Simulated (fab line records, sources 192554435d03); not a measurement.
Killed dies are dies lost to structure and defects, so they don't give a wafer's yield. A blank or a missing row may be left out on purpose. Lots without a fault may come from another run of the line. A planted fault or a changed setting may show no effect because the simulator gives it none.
One fault seen from 2 desks | flow n5_finfet | each desk has only its own numbers; what lay behind them comes last

THE TOOL OWNER'S DESK: rie_diel-06
The tool's own readings at N5_PMOS_HMC_CHANNEL_EPI_ETCH_32 (etches BARC in N2/H2, stops on SiO2, target depth 85.8 nm, time 50.3 s): means of the sampled wafers that have a number, for each lot that ran on this tool. A lot is out of limits, marked OUT, if its mean lies more than 4 standard deviations from the usual mean; the brackets give that distance.
Columns: A = bias_w at N5_PMOS_HMC_CHANNEL_EPI_ETCH_32, usual 150.0 W; B = drypump_motor_current_A at N5_PMOS_HMC_CHANNEL_EPI_ETCH_32, usual 5.9 A; C = oes_product_au at N5_PMOS_HMC_CHANNEL_EPI_ETCH_32, usual 0.67 a.u.; D = rf_vpp_V at N5_PMOS_HMC_CHANNEL_EPI_ETCH_32, usual 524.3 V; E = showerhead_plenum_p_Torr at N5_PMOS_HMC_CHANNEL_EPI_ETCH_32, usual 2.56 Torr; F = throttle_valve_pct at N5_PMOS_HMC_CHANNEL_EPI_ETCH_32, usual 17.9 %
lot  | first seen here | A                       | B   | C    | D               | E    | F
L629 | day 1 23:52     | 149.9                   | 5.5 | 0.60 | 522.8           | 2.48 | 18.0
L630 | day 2 05:31     | 150.1                   | 5.7 | 0.66 | 523.0           | 2.55 | 18.1
L631 | day 2 11:13     | 242.0 (+99 or more) OUT | 5.6 | 0.68 | 705.3 (+82) OUT | 2.52 | 18.0
L633 | day 3 01:00     | 242.2 (+99 or more) OUT | 5.7 | 0.65 | 706.8 (+83) OUT | 2.55 | 18.0
This desk's finding: out of limits on L631, L633; first on L631, day 2 11:13 (bias_w at N5_PMOS_HMC_CHANNEL_EPI_ETCH_32). In limits: L629, L630.

THE METROLOGY DESK
What the gauges read, lot by lot, whatever tool the lot ran on: means of the sampled wafers that have a number. A lot is out of limits, marked OUT, if its mean lies more than 4 standard deviations from the usual mean; the brackets give that distance.
Columns: A = cd_nm at N5_WELL_APT_CD_MEAS_25, usual 200.6 nm; B = cd_nm at N5_PMOS_HMC_CHANNEL_EPI_CD_MEAS_09, usual 236.4 nm
lot  | first seen here | A     | B
L628 | day 1 15:26     | 201.1 | 236.1
L629 | day 1 21:28     | 203.2 | 236.7
L630 | day 2 02:49     | 204.3 | 235.8
L631 | day 2 08:50     | 202.5 | 236.2
L633 | day 2 21:29     | 198.2 | 237.4
L640 | day 4 14:56     | 202.3 | 236.6
L641 | day 4 20:49     | 199.3 | 238.5
L642 | day 5 03:10     | 201.9 | 237.3
L645 | day 5 21:18     | 202.6 | 236.8
L646 | day 6 03:17     | 200.8 | 236.7
L648 | day 6 15:38     | 196.6 | 236.3
L649 | day 6 20:58     | 200.3 | 234.8
This desk's finding: nothing out of limits on any of the 12 lots.

PUT TOGETHER
The tool owner's desk could have raised an alarm at day 2 11:13, on L631, L633.
The metrology desk saw nothing out of limits.
The metrology desk has L631, L633 on record, within its limits.
Of the lots named, all ran N5_PMOS_HMC_CHANNEL_EPI_ETCH_32 on rie_diel-06.

WHAT THE SIMULATOR HAD PUT IN
Process parameter drift: rie_diel-06, from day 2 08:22 on, at N5_PMOS_HMC_CHANNEL_EPI_ETCH_32. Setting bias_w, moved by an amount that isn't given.
Lots struck among those shown: L631, L633.
Hours from the fault's start to each desk's first reading out of limits: the tool owner's desk, 3.
